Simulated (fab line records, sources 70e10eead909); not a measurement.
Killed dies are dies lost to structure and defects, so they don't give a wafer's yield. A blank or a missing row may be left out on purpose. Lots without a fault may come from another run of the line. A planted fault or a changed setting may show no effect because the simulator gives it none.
A struck lot beside a sound one | flow nand_harc | 15 steps out of a route of 1159
Sound: wafers L439.4, L439.5, L439.6. Struck: wafers L444.2, L444.3. (L444.4 of the same lot was not struck and is left out.) The cause comes at the end.
At each step with rows: each side's tool, then ch and its chambers, then its first start. Under that, the readings that differ: sound wafers | struck wafers | difference of the means | sigmas: that difference in standard deviations of wafers without a fault.
alike: readings whose means differ by less than 2 such deviations, and words and numbers that are the same on both sides. not compared: withheld readings, readings that some wafer has no value for, bounds like >300 that may hide the same value, and numbers for which the record gives no deviation and whose values overlap.
The two part at a step that has a row with sigmas, a row that says differs or no value, or rows on one side only. Numbers that don't overlap but have no deviation are shown without sigmas and don't part them. A reading that every wafer of one side lacks parts them only if that side has two wafers or more.

NHARC_A_BLC_INSPECT_12:
  sound on defect_inspect-02, day 19 17:49; struck on defect_inspect-02, day 21 12:44
  reading          | sound    | struck | difference | sigmas
  raw_defect_count | 16 14 19 | 34 43  | +22        | +2
then, 3 steps without rows for these wafers: NHARC_A_BLC_DESCUM_15 (chemistry O2, time 3 s); NHARC_A_BLC_ETCH_16 (etches the open film in CF4, target depth 39 nm, time 65 s); NHARC_A_BLC_ETCH_17 (etches the open film in N2/H2, target depth 390 nm, time 609.38 s).
NHARC_A_BLC_ETCH_18: etches the open film in C4F8/O2/Ar, target depth 910 nm.
  sound on rie_diel-02 ch 0,1; struck on rie_diel-10 ch 1,2
  alike: oes_product_au, rf_vpp_V
  not compared: rf_hours_counter_h
NHARC_A_BLC_CD_MEAS_19:
  sound on cd_sem-03, day 19 18:52; struck on cd_sem-03, day 21 13:46
  alike: cd_nm
NHARC_A_BLC_STRIP_29: strips in CF4.
  sound on rie_diel-10 ch 0,1,2, day 19 18:58; struck on rie_diel-02 ch 1,3, day 21 13:50
  alike: drypump_motor_current_A, oes_product_au, rf_vpp_V, showerhead_plenum_p_Torr, throttle_valve_pct
  not compared: rf_hours_counter_h
then, 2 steps without rows for these wafers: NHARC_A_BLC_STRIP_21 (strips in O2); NHARC_A_BLC_STRIP_22 (strips in post etch residue remover, time 600 s).
NHARC_A_BLC_DEGAS_30: time 60 s.
  sound on pvd_sputter-02, day 19 19:28; struck on pvd_sputter-02, day 21 14:22
  alike: heater_power_w
then, 1 step without rows for these wafers: NHARC_A_BLC_PRE_CLEAN_31 (time 15 s).
NHARC_A_BLC_PVD_32: deposits Ti, target thk 5 nm, time 17.7 s.
  sound on pvd_sputter-02; struck on pvd_sputter-02
  alike: throttle_valve_pct
NHARC_A_BLC_ALD_23: deposits TiN, target thk 3 nm, pulse time 1 s, ald cycles 150.
  sound on ald_metal-04 ch 0,1,2, day 19 19:46; struck on ald_metal-03 ch 0,3, day 21 14:36
  reading    | sound       | struck | difference | sigmas
  ald_cycles | 150 150 150 | 65 65  | -85        |
  alike: heater_power_w, precursor_pulse_height_rel
NHARC_A_BLC_CVD_24: deposits W, target thk 150 nm, time 434 s.
  sound on cvd_w-02 ch 0,1; struck on cvd_w-02 ch 0,1
  alike: heater_power_w, throttle_valve_pct
-- the record jumps here: 2 days lie between the struck wafers' starts before and after (it left off in module A_BLC and takes up again in module END, whose first step shown is number 1159 of the route) --
NHARC_END_SORT_01:
  sound on prober-01 ch 0, day 21 20:20; struck on prober-01 ch 0, day 23 18:52
  reading         | sound    | struck                                            | difference                   | sigmas
  hold            | - - -    | await_dispo/3.7h/release await_dispo/3.7h/release | no value on the sound wafers |
  killed_at_array | 23 21 23 | 674 675                                           | +652                         | +74
  killed_dies     | 26 23 27 | 677 677                                           | +652                         | +74
  alike: killed_at_other, killed_at_periphery, killed_open, killed_short

WHERE THEY PART
First at NHARC_A_BLC_INSPECT_12; last, within this record, at NHARC_END_SORT_01.

WHY: what the simulator had put in
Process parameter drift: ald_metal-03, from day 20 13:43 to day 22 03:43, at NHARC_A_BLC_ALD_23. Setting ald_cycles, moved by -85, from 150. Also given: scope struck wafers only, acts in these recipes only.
